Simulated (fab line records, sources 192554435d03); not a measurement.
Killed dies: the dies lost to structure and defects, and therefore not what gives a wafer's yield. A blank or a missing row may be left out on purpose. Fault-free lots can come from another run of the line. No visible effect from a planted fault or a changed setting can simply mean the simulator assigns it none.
Chamber matching / flow n5_finfet / 4 sister chambers for N5_BEOL_M3_DESCUM_16 on rie_diel-05
The step chemistry O2, time 7 s. 16 wafers are shown with their chamber, then 7 later ones without.

WAFERS PAIRED WITH THEIR CHAMBERS
wafer=L617.2; chamber=2; showerhead_plenum_p_Torr (Torr)=2.20; drypump_motor_current_A (A)=6.7; throttle_valve_pct (%)=19.97
wafer=L617.3; chamber=0; showerhead_plenum_p_Torr (Torr)=1.96; drypump_motor_current_A (A)=5.6; throttle_valve_pct (%)=20.51
wafer=L621.1; chamber=0; showerhead_plenum_p_Torr (Torr)=1.95; drypump_motor_current_A (A)=5.6; throttle_valve_pct (%)=20.52
wafer=L621.3; chamber=2; showerhead_plenum_p_Torr (Torr)=2.20; drypump_motor_current_A (A)=6.7; throttle_valve_pct (%)=19.97
wafer=L621.6; chamber=3; showerhead_plenum_p_Torr (Torr)=2.18; drypump_motor_current_A (A)=5.8; throttle_valve_pct (%)=20.29
wafer=L622.3; chamber=2; showerhead_plenum_p_Torr (Torr)=2.20; drypump_motor_current_A (A)=6.7; throttle_valve_pct (%)=19.98
wafer=L622.5; chamber=1; showerhead_plenum_p_Torr (Torr)=2.21; drypump_motor_current_A (A)=6.1; throttle_valve_pct (%)=20.13
wafer=L622.6; chamber=0; showerhead_plenum_p_Torr (Torr)=1.95; drypump_motor_current_A (A)=5.6; throttle_valve_pct (%)=20.53
wafer=L623.1; chamber=3; showerhead_plenum_p_Torr (Torr)=2.18; drypump_motor_current_A (A)=5.8; throttle_valve_pct (%)=20.29
wafer=L623.4; chamber=2; showerhead_plenum_p_Torr (Torr)=2.20; drypump_motor_current_A (A)=6.7; throttle_valve_pct (%)=20.00
wafer=L623.5; chamber=0; showerhead_plenum_p_Torr (Torr)=1.96; drypump_motor_current_A (A)=5.6; throttle_valve_pct (%)=20.53
wafer=L627.3; chamber=3; showerhead_plenum_p_Torr (Torr)=2.18; drypump_motor_current_A (A)=5.8; throttle_valve_pct (%)=20.27
wafer=L627.4; chamber=2; showerhead_plenum_p_Torr (Torr)=2.20; drypump_motor_current_A (A)=6.8; throttle_valve_pct (%)=20.00
wafer=L627.5; chamber=2; showerhead_plenum_p_Torr (Torr)=2.20; drypump_motor_current_A (A)=6.8; throttle_valve_pct (%)=19.98
wafer=L628.2; chamber=3; showerhead_plenum_p_Torr (Torr)=2.18; drypump_motor_current_A (A)=5.8; throttle_valve_pct (%)=20.31
wafer=L628.3; chamber=2; showerhead_plenum_p_Torr (Torr)=2.20; drypump_motor_current_A (A)=6.8; throttle_valve_pct (%)=20.01

SIGNATURES (averages over the wafers above)
reading=showerhead_plenum_p_Torr; chamber 0=1.9550; chamber 1=2.2100; chamber 2=2.2000; chamber 3=2.1800; scatter within a chamber=0.00289
reading=drypump_motor_current_A; chamber 0=5.600; chamber 1=6.100; chamber 2=6.743; chamber 3=5.800; scatter within a chamber=0.0378
reading=throttle_valve_pct; chamber 0=20.5225; chamber 1=20.1300; chamber 2=19.9871; chamber 3=20.2900; scatter within a chamber=0.0148
Rule: distance of a wafer from a chamber = root of the sum over the readings of ((wafer's reading minus chamber's mean) / reading's scatter) squared. If the next closest chamber is less than 2 further off than the closest, the wafer can't be placed; otherwise it belongs to the closest. How the scatter is found: for the shown wafers, subtract from each reading the mean of its chamber, square and add these, divide the total by (wafers less chambers), then take the root.

WAFERS WITHOUT THEIR CHAMBER
wafer=L628.6; showerhead_plenum_p_Torr (Torr)=2.20; drypump_motor_current_A (A)=6.1; throttle_valve_pct (%)=20.14
wafer=L634.1; showerhead_plenum_p_Torr (Torr)=2.19; drypump_motor_current_A (A)=6.7; throttle_valve_pct (%)=20.01
wafer=L634.3; showerhead_plenum_p_Torr (Torr)=2.20; drypump_motor_current_A (A)=6.1; throttle_valve_pct (%)=20.18
wafer=L634.4; showerhead_plenum_p_Torr (Torr)=2.17; drypump_motor_current_A (A)=5.8; throttle_valve_pct (%)=20.30
wafer=L632.1; showerhead_plenum_p_Torr (Torr)=2.17; drypump_motor_current_A (A)=5.8; throttle_valve_pct (%)=20.31
wafer=L632.4; showerhead_plenum_p_Torr (Torr)=2.19; drypump_motor_current_A (A)=6.8; throttle_valve_pct (%)=20.01
wafer=L632.6; showerhead_plenum_p_Torr (Torr)=2.17; drypump_motor_current_A (A)=5.8; throttle_valve_pct (%)=20.33

THE CHAMBER EACH PASSED THROUGH
wafer=L628.6; from the rows above=1; in truth=1
wafer=L634.1; from the rows above=2; in truth=2
wafer=L634.3; from the rows above=1; in truth=1
wafer=L634.4; from the rows above=3; in truth=3
wafer=L632.1; from the rows above=3; in truth=3
wafer=L632.4; from the rows above=2; in truth=2
wafer=L632.6; from the rows above=3; in truth=3
Correctly placed: 7 of 7. Not placeable from these rows: 0. Wrongly placed: 0.
